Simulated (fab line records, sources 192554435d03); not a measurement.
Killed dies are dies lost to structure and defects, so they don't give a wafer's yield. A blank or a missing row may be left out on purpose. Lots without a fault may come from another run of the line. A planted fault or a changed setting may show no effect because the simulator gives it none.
Problem report in the 8D (eight disciplines) form, filled by code | flow n5_finfet | the parts of the form that need people (team, actions taken, sign-off) are left out

1. THE PROBLEM
M13_ILD_THK at N5_BEOL_M13_THK_MEAS_01 reads a mean of 576 nm on 2 wafers of 2 lots; wafers without a fault read 841 nm with a standard deviation of 12. That is -22 standard deviations from the usual mean.
First seen on wafer L994.6, day 12 22:11, on film_metro-01. The record holds 27 wafers of 10 lots with a number at this step. Rule for "out", or "out of limits": more than 4 standard deviations from the usual mean. The other wafers with a number count as sound.

2. WHAT IT IS AND WHAT IT IS NOT
question                    | is                           | is not
which readings at this step | M13_ILD_THK                  | -
which lots                  | L100, L994                   | L102, L103, L104, L105, L106, L986, L988, L989
which wafers of those lots  | L100.1, L994.6               | L100.5, L994.3
read on which gauges        | film_metro-01, film_metro-02 | -
when                        | from day 12 22:11            | up to then (10 sound wafers); but 15 sound wafers of L100, L102, L103, L104, L105, L106 came after

3. SUSPECTS, AND WHAT RULES EACH OUT
Counting: a tool at a process step up to the reading stays a suspect if it ran every lot that is out. Sound lots after the first of them don't rule it out here, since some wafers of a struck lot are sound.
- the gauge at N5_BEOL_M13_THK_MEAS_01: ruled out. The wafers that are out were read on 2 gauges (film_metro-01, film_metro-02).
- pecvd-02 at N5_BEOL_M13_ILD_DEP_00 (deposits SiOC from DEMS/O2, target thk 837.92 nm, time 166.4 s): kept. It ran every lot that is out, first L994 (day 12 22:02); its last sound lot up to then is L988 (day 11 05:53). Its own readings are out on those wafers: run_length_s.
Left after counting: pecvd-02 at N5_BEOL_M13_ILD_DEP_00.

4. THE CAUSE (what the simulator had put in)
Process parameter drift: pecvd-02, from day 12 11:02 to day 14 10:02, at N5_BEOL_M13_ILD_DEP_00. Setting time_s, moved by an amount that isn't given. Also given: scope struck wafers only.
Counting left only this tool.

5. THE CHAIN OF EFFECTS, in route order
Each row: a reading whose mean over the struck wafers that have a number lies more than 3 standard deviations from the usual. Only readings for which the record gives a usual standard deviation are gone through. hours: the time from each lot's start at the first step in this table that gives one to its start at this step, as a median over the lots. sigmas: the change in usual standard deviations.
hours | step                    | reading                  | usual      | on struck wafers | change | sigmas
0     | N5_BEOL_M13_ILD_DEP_00  | run_length_s             | 211.1 s    | 158.1            | -53.0  | -99 or more
0     | N5_BEOL_M13_THK_MEAS_01 | M13_ILD_THK              | 841 nm     | 576              | -264   | -22
1     | N5_BEOL_M13_STRIP_63    | oes_product_au           | 0.674 a.u. | 0.700            | +0.026 | +5.4
1     | N5_BEOL_M13_STRIP_63    | strip_time_to_endpoint_s | 27.8 s     | 49.4             | +21.6  | +20
The process steps in it:
- N5_BEOL_M13_ILD_DEP_00: deposits SiOC from DEMS/O2, target thk 837.92 nm, time 166.4 s.
- N5_BEOL_M13_STRIP_63: strips in N2/H2.
Later measuring or inspecting steps at which every struck wafer that the step has a row for has a number for every such reading, and none has moved that far: N5_BEOL_M13_INSPECT_12.

6. WHAT WOULD HAVE CAUGHT IT SOONER
In this record the first reading out of limits at a measuring or inspecting step was taken at day 12 22:11, 11 hours after the fault began at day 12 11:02.
The tool's own readings at N5_BEOL_M13_ILD_DEP_00 were out on every struck wafer that the step has a row for (run_length_s): an alarm limit on them would have fired on the first of those.
Of the lots that are out (2), L100 began N5_BEOL_M13_ILD_DEP_00 on pecvd-02 after day 12 22:11. A hold on the tool at that time would have spared it.
